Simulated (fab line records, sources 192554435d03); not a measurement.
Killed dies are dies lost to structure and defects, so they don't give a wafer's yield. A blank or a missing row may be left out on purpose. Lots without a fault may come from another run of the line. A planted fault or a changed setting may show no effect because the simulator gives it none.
fab line records | flow n5_finfet | part 1 of 2: steps 1 to 3 of 6
record lots=23 wafers=69 last_day=18
route steps=1938 shown HKMG_FIN@434 GATE_CUT@488
lots that met no fault: from a run of the same line without faults
start_h: hours from the record's first day to the start of the lot's first wafer shown | wait_h: hours since the lot's step before | " the same as in the row above | L1.1+2: a row that stands for several wafers | - no value, or no start given | * or withheld: withheld | < > ~ a bound
route shown NAME@n: a module of which the file shows steps, and the number in the route of the first | usual: mean/standard deviation of fault-free wafers | same: alike in all rows | chamber/n: place in a boat | sites: the reading at each site | _std_site: their standard deviation | _edge_site: outer sites' mean less inner sites' | radius_mm: how far each site lies from the wafer's centre | mask NAME#n: copy n | behind: the tool/chamber that last shaped the wafer | hold: why the lot was held/for how many hours/how that ended | device: the transistor (n, p or np) that didn't switch | end of line: the same wafers' tests at the end of the route | a step without rows: its recipe alone | killed: dies lost to structure and defects at the first sort, not the wafer's yield | map: a wafer's dies, x killed, . not, _ none there
set.NAME: the setting as run; set.NAME@STEP: as run at that earlier step | model.NAME: the simulator's own value behind a step, which no gauge read
steps of the route over a sample of lots; a table a step, a row a wafer
services: from which hour (start_h, from the record's first day; less than 0 if before it) a tool's chamber was out of use, for how many hours, and why
## steps
# step N5_HKMG_FIN_ETCH_31
# recipe chemistry=CF4 target=SiARC target_depth_a=455 mask_material=CAR-ArF time_s=75.8 ion_energy_ev=80 pressure_mtorr=40 source_w=545 bias_w=36 Ar_flow_sccm=100 cf4_flow_sccm=100 ends=cleared
# usual drypump_motor_current_A=5.9/0.57 etch_rf_on_time_s=76.0/1.2 oes_product_au=0.68/0.081 rf_vpp_V=184.2/1.2 showerhead_plenum_p_Torr=2.15/0.076 throttle_valve_pct=15.66/0.16
# columns lot.wafer tool chamber start_h wait_h drypump_motor_current_A etch_rf_on_time_s oes_product_au rf_hours_counter_h rf_vpp_V showerhead_plenum_p_Torr throttle_valve_pct
L074.2 rie_diel-05 0 76.60 0.0 6.6 76.0 0.73 61 184.5 2.26 15.41
L074.3 " 1 " " 6.7 75.9 0.62 166 182.2 2.06 15.67
L074.4 " 0 " " 6.5 76.4 0.73 - 185.1 2.26 15.43
L075.2 rie_diel-02 1 86.47 0.0 5.5 77.3 0.65 143 183.0 2.06 15.61
L075.3 " 0 " " 6.0 76.9 0.59 219 183.9 2.03 15.66
L075.6 " 3 " " 5.7 76.9 0.65 - 184.4 2.23 15.68
L076.1 rie_diel-01 3 89.07 0.0 5.4 76.6 0.67 104 186.1 2.15 15.81
L076.2 " 1 " " 6.0 73.5 0.81 18 184.9 2.19 15.71
L076.4 " 3 " " 5.4 76.3 0.67 - 185.3 2.16 15.79
L077.2 rie_diel-01 0 96.48 0.0 5.2 76.6 0.58 241 183.1 2.11 15.86
L077.3 " 3 " " 5.4 77.5 0.66 107 185.3 2.15 15.81
L077.5 " 3 " " 5.4 77.4 0.66 - 183.2 2.15 15.80
L078.2 rie_diel-01 3 100.57 0.0 5.4 77.6 0.66 109 184.7 2.15 15.80
L078.5 " 1 " " 6.0 75.0 0.78 - 185.5 2.19 15.69
L078.6 " 2 " " 6.8 77.0 0.67 - 183.5 2.16 15.61
L079.4 rie_diel-01 0 109.94 0.0 5.2 75.8 0.59 245 182.3 2.11 15.87
L079.5 " 3 " " 5.4 77.1 0.66 - 185.9 2.15 15.82
L079.6 " 0 " " 5.2 76.1 0.59 - 184.6 2.11 15.87
L080.3 rie_diel-01 2 111.05 0.0 6.8 76.3 0.67 130 183.3 2.16 15.64
L080.4 " 3 " " 5.4 77.5 0.66 112 185.5 2.15 15.81
L080.6 " 1 " " 6.0 73.9 0.79 - 183.4 2.19 15.71
L081.3 rie_diel-01 1 120.29 0.0 6.0 74.5 0.77 30 184.8 2.19 15.74
L081.4 " 2 " " 6.8 75.6 0.66 135 183.7 2.16 15.63
L081.5 " 3 " " 5.4 76.8 0.66 - 184.0 2.15 15.83
L082.1 rie_diel-05 1 121.61 0.0 6.7 76.0 0.60 183 184.2 2.05 15.70
L082.2 " 2 " " 5.7 74.5 0.79 13 185.3 2.19 15.70
L082.3 " 3 " " 5.9 75.2 0.60 246 182.5 2.02 16.00
L083.3 rie_diel-02 2 126.71 0.0 5.1 76.4 0.59 250 184.5 2.11 15.82
L083.4 " 3 " " 5.7 76.1 0.64 156 185.1 2.22 15.70
L083.6 " 1 " " 5.5 76.4 0.64 - 183.5 2.05 15.64
L084.2 rie_diel-02 3 134.38 0.0 5.7 76.8 0.63 159 185.7 2.22 15.71
L084.3 " 1 " " 5.4 78.0 0.63 164 182.4 2.05 15.62
L084.5 " 3 " " 5.7 76.2 0.63 - 182.8 2.22 15.69
L085.1 rie_diel-05 2 139.83 0.0 5.7 76.6 0.77 20 184.8 2.19 15.71
L085.3 " 0 " " 6.6 77.0 0.70 86 185.0 2.25 15.47
L085.6 " 0 " " 6.6 77.5 0.69 - 186.4 2.25 15.48
L087.2 rie_diel-05 1 150.94 0.0 6.8 76.2 0.60 196 183.3 2.05 15.73
L087.3 " 2 " " 5.6 74.9 0.76 24 184.7 2.19 15.71
L087.4 " 0 " " 6.6 75.8 0.70 - 185.2 2.25 15.51
L088.2 rie_diel-01 1 160.90 0.0 6.0 73.8 0.75 46 184.5 2.18 15.75
L088.3 " 2 " " 6.8 76.2 0.66 151 184.5 2.15 15.68
L088.4 " 3 " " 5.4 76.8 0.64 132 185.2 2.15 15.86
L089.1 rie_diel-05 3 163.70 0.0 6.0 72.8 0.85 4 186.8 2.27 15.51
L089.4 " 1 " " 6.8 76.2 0.59 201 182.5 2.04 15.74
L089.6 " 0 " " 6.5 75.2 0.69 - 183.9 2.25 15.50
L090.1 rie_diel-02 2 171.41 0.0 5.1 74.6 0.79 9 183.3 2.11 15.35
L090.3 " 1 " " 5.5 78.1 0.62 181 182.3 2.04 15.66
L090.6 " 2 " " 5.1 74.2 0.79 - 183.6 2.11 15.34
L091.1 rie_diel-05 2 176.37 0.0 5.7 75.5 0.75 34 185.2 2.18 15.73
L091.3 " 0 " " 6.5 75.5 0.70 102 185.4 2.25 15.52
L091.4 " 1 " " 6.7 76.9 0.59 206 184.1 2.04 15.75
L092.3 rie_diel-05 0 181.47 0.0 6.5 76.4 0.68 105 185.8 2.25 15.51
L092.4 " 3 " " 5.9 73.5 0.82 10 185.6 2.27 15.51
L092.6 " 0 " " 6.6 76.2 0.68 - 184.6 2.25 15.52
L093.1 rie_diel-02 2 187.28 0.0 5.1 74.6 0.77 16 184.2 2.11 15.37
L093.3 " 1 " " 5.5 77.5 0.62 188 184.0 2.04 15.68
L093.4 " 3 " " 5.7 77.6 0.61 179 185.0 2.21 15.74
L094.4 rie_diel-01 1 197.63 0.0 6.0 74.3 0.73 - 183.9 2.18 15.79
L094.5 " 0 " " 5.3 75.6 0.79 - 183.8 2.10 15.41
L094.6 " 3 " " 5.4 77.4 0.64 - 182.7 2.14 15.88
L095.1 rie_diel-02 0 202.97 0.0 6.0 73.4 0.85 6 185.1 2.27 15.23
L095.3 " 1 " " 5.4 78.5 0.62 194 182.4 2.04 15.69
L095.5 " 3 " " 5.7 76.9 0.62 - 184.0 2.21 15.75
L096.1 rie_diel-01 3 206.65 0.0 5.4 76.5 0.64 149 181.7 2.14 15.90
L096.3 " 0 " " 5.2 75.1 0.79 22 184.2 2.10 15.41
L096.4 " 2 " " 6.8 75.5 0.65 - 183.7 2.15 15.70
L097.3 rie_diel-05 1 213.95 0.0 6.7 77.7 0.58 217 183.6 2.04 15.78
L097.4 " 0 " " 6.5 76.8 0.67 114 184.2 2.24 15.52
L097.5 " 0 " " 6.5 75.7 0.68 - 184.1 2.24 15.54
# step N5_HKMG_FIN_STRIP_92
# recipe chemistry=N2/H2 material=SOC time_s=20 power_w=500 temp_c=40 pressure_mtorr=50 rf_frequency_hz=6e+07 bias_power_w=8 h2_frac=0.5 n2_flow_sccm=300 h2_flow_sccm=300
# usual bias_power_w=8.003/0.022 drypump_motor_current_A=5.9/0.57 n2_flow_sccm=299.9/0.93 oes_product_au=0.80/0.096 rf_vpp_V=54.3/0.85 showerhead_plenum_p_Torr=3.37/0.12 throttle_valve_pct=19.08/0.25
# columns lot.wafer tool chamber start_h wait_h bias_power_w drypump_motor_current_A n2_flow_sccm oes_product_au rf_hours_counter_h rf_vpp_V showerhead_plenum_p_Torr throttle_valve_pct
L074.2 rie_diel-05 0 77.01 0.1 8.002 6.6 298.6 0.86 62 55.9 3.55 18.84
L074.3 " 1 " " 8.019 6.8 300.6 0.72 166 53.2 3.22 19.17
L074.4 " 0 " " 8.009 6.6 299.3 0.86 - 55.7 3.55 18.84
L075.2 rie_diel-02 1 86.88 0.1 8.003 5.5 300.4 0.76 143 52.8 3.23 18.93
L075.3 " 0 " " 8.028 6.0 300.7 0.70 219 53.1 3.19 18.81
L075.6 " 3 " " 8.002 5.7 298.5 0.76 - 55.9 3.51 18.95
L076.1 rie_diel-01 3 89.48 0.1 8.017 5.5 300.4 0.79 105 54.2 3.40 19.43
L076.2 " 1 " " 8.025 5.9 298.3 0.94 19 53.7 3.43 19.22
L076.4 " 3 " " 8.023 5.5 299.4 0.79 - 54.4 3.40 19.44
L077.2 rie_diel-01 0 96.89 0.1 8.021 5.2 300.5 0.68 241 53.3 3.31 19.08
L077.3 " 3 " " 7.985 5.5 299.8 0.77 107 55.2 3.40 19.42
L077.5 " 3 " " 7.998 5.4 298.8 0.78 - 54.3 3.40 19.42
L078.2 rie_diel-01 3 100.98 0.1 8.002 5.4 300.0 0.78 109 55.2 3.39 19.44
L078.5 " 1 " " 7.977 6.0 299.0 0.93 - 54.4 3.42 19.23
L078.6 " 2 " " 8.011 6.8 300.6 0.79 - 54.9 3.37 18.80
L079.4 rie_diel-01 0 110.35 0.1 8.024 5.2 299.9 0.68 246 53.6 3.31 19.08
L079.5 " 3 " " 7.982 5.5 299.6 0.77 - 53.6 3.39 19.45
L079.6 " 0 " " 8.030 5.2 301.7 0.68 - 54.4 3.31 19.09
L080.3 rie_diel-01 2 111.47 0.1 8.014 6.8 299.8 0.79 130 54.7 3.37 18.80
L080.4 " 3 " " 8.000 5.4 300.1 0.78 112 54.4 3.39 19.44
L080.6 " 1 " " 7.997 6.0 299.0 0.91 - 55.4 3.42 19.23
L081.3 rie_diel-01 1 120.71 0.1 7.984 6.0 299.5 0.91 30 53.8 3.42 19.24
L081.4 " 2 " " 7.988 6.8 300.4 0.78 135 55.2 3.37 18.83
L081.5 " 3 " " 8.009 5.5 299.2 0.78 - 55.8 3.39 19.45
L082.1 rie_diel-05 1 122.03 0.1 7.968 6.8 300.9 0.71 183 54.6 3.21 19.19
L082.2 " 2 " " 8.034 5.7 300.0 0.93 13 52.3 3.43 19.34
L082.3 " 3 " " 8.004 6.0 298.6 0.70 246 53.2 3.17 19.54
L083.3 rie_diel-02 2 127.13 0.1 8.007 5.1 299.0 0.69 250 54.8 3.31 19.23
L083.4 " 3 " " 8.072 5.7 298.8 0.75 156 55.0 3.50 18.99
L083.6 " 1 " " 7.998 5.5 299.5 0.75 - 53.3 3.22 18.95
L084.2 rie_diel-02 3 134.80 0.1 7.942 5.7 301.7 0.74 159 55.4 3.49 18.99
L084.3 " 1 " " 8.008 5.5 301.8 0.74 164 55.1 3.22 18.96
L084.5 " 3 " " 7.984 5.7 300.4 0.74 - 54.6 3.49 18.98
L085.1 rie_diel-05 2 140.25 0.1 7.999 5.7 299.7 0.91 20 55.4 3.43 19.38
L085.3 " 0 " " 8.006 6.5 301.0 0.82 86 54.2 3.53 18.88
L085.6 " 0 " " 7.992 6.5 298.7 0.81 - 53.6 3.53 18.88
L087.2 rie_diel-05 1 151.36 0.1 8.000 6.8 300.7 0.70 196 54.8 3.20 19.21
L087.3 " 2 " " 7.995 5.7 298.9 0.90 24 54.0 3.43 19.38
L087.4 " 0 " " 7.978 6.6 300.3 0.83 - 54.2 3.53 18.89
L088.2 rie_diel-01 1 161.31 0.1 8.001 6.0 301.2 0.87 47 55.8 3.41 19.27
L088.3 " 2 " " 8.026 6.8 301.2 0.76 151 55.0 3.36 18.84
L088.4 " 3 " " 7.986 5.4 299.9 0.75 132 54.3 3.38 19.47
L089.1 rie_diel-05 3 164.11 0.1 8.009 6.0 300.5 0.99 4 55.9 3.57 19.14
L089.4 " 1 " " 7.994 6.8 299.5 0.70 201 53.2 3.20 19.22
L089.6 " 0 " " 8.026 6.6 299.9 0.81 - 54.9 3.53 18.90
L090.1 rie_diel-02 2 171.83 0.1 8.028 5.1 299.8 0.94 9 53.3 3.30 18.87
L090.3 " 1 " " 8.033 5.5 298.8 0.73 181 52.2 3.21 18.98
L090.6 " 2 " " 7.996 5.1 300.0 0.93 - 54.9 3.30 18.86
L091.1 rie_diel-05 2 176.79 0.1 8.009 5.7 297.5 0.89 34 54.8 3.42 19.39
L091.3 " 0 " " 7.992 6.6 300.1 0.80 103 55.5 3.52 18.91
L091.4 " 1 " " 8.007 6.8 297.8 0.70 206 54.5 3.20 19.23
L092.3 rie_diel-05 0 181.89 0.1 7.985 6.6 299.7 0.81 105 53.8 3.52 18.92
L092.4 " 3 " " 7.980 6.0 299.1 0.97 10 55.1 3.57 19.15
L092.6 " 0 " " 8.001 6.6 299.9 0.80 - 53.2 3.52 18.92
L093.1 rie_diel-02 2 187.69 0.1 8.037 5.1 299.5 0.90 16 53.6 3.30 18.87
L093.3 " 1 " " 8.023 5.5 299.4 0.71 188 55.0 3.21 19.01
L093.4 " 3 " " 8.052 5.7 300.4 0.73 179 54.6 3.48 19.03
L094.4 rie_diel-01 1 198.04 0.0 7.955 6.0 301.4 0.86 - 55.2 3.40 19.29
L094.5 " 0 " " 7.988 5.2 300.9 0.92 - 53.2 3.30 18.69
L094.6 " 3 " " 8.002 5.4 300.6 0.75 - 53.5 3.37 19.49
L095.1 rie_diel-02 0 203.38 0.1 8.008 6.0 298.5 0.99 7 54.4 3.58 18.49
L095.3 " 1 " " 8.014 5.4 300.1 0.71 194 52.5 3.20 19.00
L095.5 " 3 " " 7.985 5.7 299.8 0.72 - 53.9 3.48 19.02
L096.1 rie_diel-01 3 207.06 0.1 8.002 5.4 299.5 0.74 149 55.0 3.37 19.49
L096.3 " 0 " " 7.997 5.2 301.7 0.91 22 53.7 3.30 18.68
L096.4 " 2 " " 7.957 6.9 299.7 0.75 - 54.2 3.35 18.86
L097.3 rie_diel-05 1 214.37 0.1 7.966 6.8 299.2 0.68 218 53.9 3.19 19.24
L097.4 " 0 " " 8.007 6.6 298.2 0.79 114 54.1 3.52 18.93
L097.5 " 0 " " 7.956 6.6 299.3 0.79 - 54.6 3.52 18.92
# step N5_HKMG_FIN_ETCHBACK_68
# recipe chemistry=Cl2/Ar stop_on=HfO2 target_depth_a=5 pressure_mtorr=10 icp_w=600 bias_w=60 Cl2_flow_sccm=40 Ar_flow_sccm=60
# usual drypump_motor_current_A=5.7/0.46 oes_product_au=0.79/0.09 throttle_valve_pct=20.74/0.1
# columns lot.wafer tool chamber start_h wait_h drypump_motor_current_A oes_product_au rf_hours_counter_h throttle_valve_pct
L074.2 rie_metal-02 0 79.30 0.0 5.3 0.86 14 20.85
L074.3 " 0 " " 5.3 0.86 - 20.85
L074.4 " 1 " " 5.8 0.60 - 20.70
L075.2 rie_metal-01 1 89.10 0.1 6.4 0.83 - 20.63
L075.3 " 1 " " 6.4 0.83 - 20.63
L075.6 " 1 " " 6.4 0.82 - 20.64
L076.1 rie_metal-01 0 91.94 0.0 5.6 0.97 0 20.72
L076.2 " 1 " " 6.4 0.82 28 20.65
L076.4 " 0 " " 5.6 0.98 - 20.73
L077.2 rie_metal-02 0 99.06 0.0 5.3 0.85 17 20.86
L077.3 " 1 " " 5.8 0.60 - 20.71
L077.5 " 0 " " 5.3 0.85 - 20.84
L078.2 rie_metal-02 0 103.16 0.0 5.3 0.85 17 20.87
L078.5 " 0 " " 5.3 0.85 - 20.86
L078.6 " 1 " " 5.8 0.60 - 20.71
L079.4 rie_metal-03 0 112.78 0.1 5.9 0.77 - 20.84
L079.5 " 0 " " 5.9 0.77 - 20.83
L079.6 " 1 " " 5.0 0.79 - 20.64
L080.3 rie_metal-01 1 113.79 0.1 6.4 0.82 - 20.63
L080.4 " 0 " " 5.6 0.93 - 20.76
L080.6 " 0 " " 5.6 0.93 - 20.74
L081.3 rie_metal-03 0 122.95 0.1 5.9 0.76 - 20.84
L081.4 " 1 " " 5.0 0.79 - 20.64
L081.5 " 1 " " 5.0 0.79 - 20.67
L082.1 rie_metal-02 1 124.30 0.0 5.8 0.60 136 20.71
L082.2 " 0 " " 5.3 0.84 19 20.87
L082.3 " 0 " " 5.3 0.84 - 20.86
L083.3 rie_metal-01 0 129.34 0.1 5.6 0.91 - 20.74
L083.4 " 1 " " 6.4 0.81 - 20.64
L083.6 " 0 " " 5.6 0.91 - 20.73
L084.2 rie_metal-03 0 136.96 0.0 5.9 0.76 50 20.84
L084.3 " 1 " " 5.0 0.78 - 20.65
L084.5 " 1 " " 5.0 0.78 - 20.65
L085.1 rie_metal-02 1 142.41 0.0 5.8 0.60 137 20.71
L085.3 " 0 " " 5.3 0.83 - 20.89
L085.6 " 1 " " 5.8 0.59 - 20.72
L087.2 rie_metal-02 1 153.65 0.0 5.8 0.60 138 20.69
L087.3 " 1 " " 5.8 0.59 - 20.71
L087.4 " 0 " " 5.3 0.84 - 20.89
L088.2 rie_metal-01 1 163.63 0.0 6.4 0.73 36 20.75
L088.3 " 0 " " 5.6 0.88 - 20.75
L088.4 " 1 " " 6.4 0.80 - 20.65
L089.1 rie_metal-01 1 166.29 0.0 6.4 0.80 37 20.66
L089.4 " 1 " " 6.4 0.80 - 20.64
L089.6 " 1 " " 6.4 0.79 - 20.66
L090.1 rie_metal-03 1 174.02 0.0 5.1 0.78 36 20.66
L090.3 " 1 " " 5.0 0.78 - 20.67
L090.6 " 1 " " 5.0 0.78 - 20.65
L091.1 rie_metal-01 1 178.98 0.0 6.4 0.79 39 20.66
L091.3 " 1 " " 6.4 0.80 - 20.66
L091.4 " 0 " " 5.6 0.87 - 20.76
L092.3 rie_metal-03 0 184.24 0.1 5.9 0.75 - 20.84
L092.4 " 1 " " 5.0 0.77 - 20.66
L092.6 " 1 " " 5.0 0.77 - 20.66
L093.1 rie_metal-01 0 190.02 0.0 5.6 0.86 12 20.77
L093.3 " 0 " " 5.6 0.87 - 20.75
L093.4 " 1 " " 6.4 0.79 - 20.66
L094.4 rie_metal-03 1 200.21 0.1 5.0 0.78 - 20.67
L094.5 " 0 " " 5.9 0.75 - 20.83
L094.6 " 1 " " 5.0 0.76 - 20.69
L095.1 rie_metal-03 0 205.64 0.0 5.9 0.75 55 20.86
L095.3 " 0 " " 5.9 0.75 - 20.86
L095.5 " 1 " " 5.0 0.69 - 20.76
L096.1 rie_metal-01 0 209.24 0.0 5.6 0.85 13 20.76
L096.3 " 1 " " 6.4 0.79 - 20.65
L096.4 " 0 " " 5.6 0.85 - 20.76
L097.3 rie_metal-02 1 216.57 0.1 5.8 0.94 - 20.37
L097.4 " 0 " " 5.3 0.81 - 20.89
L097.5 " 1 " " 5.8 0.93 - 20.37
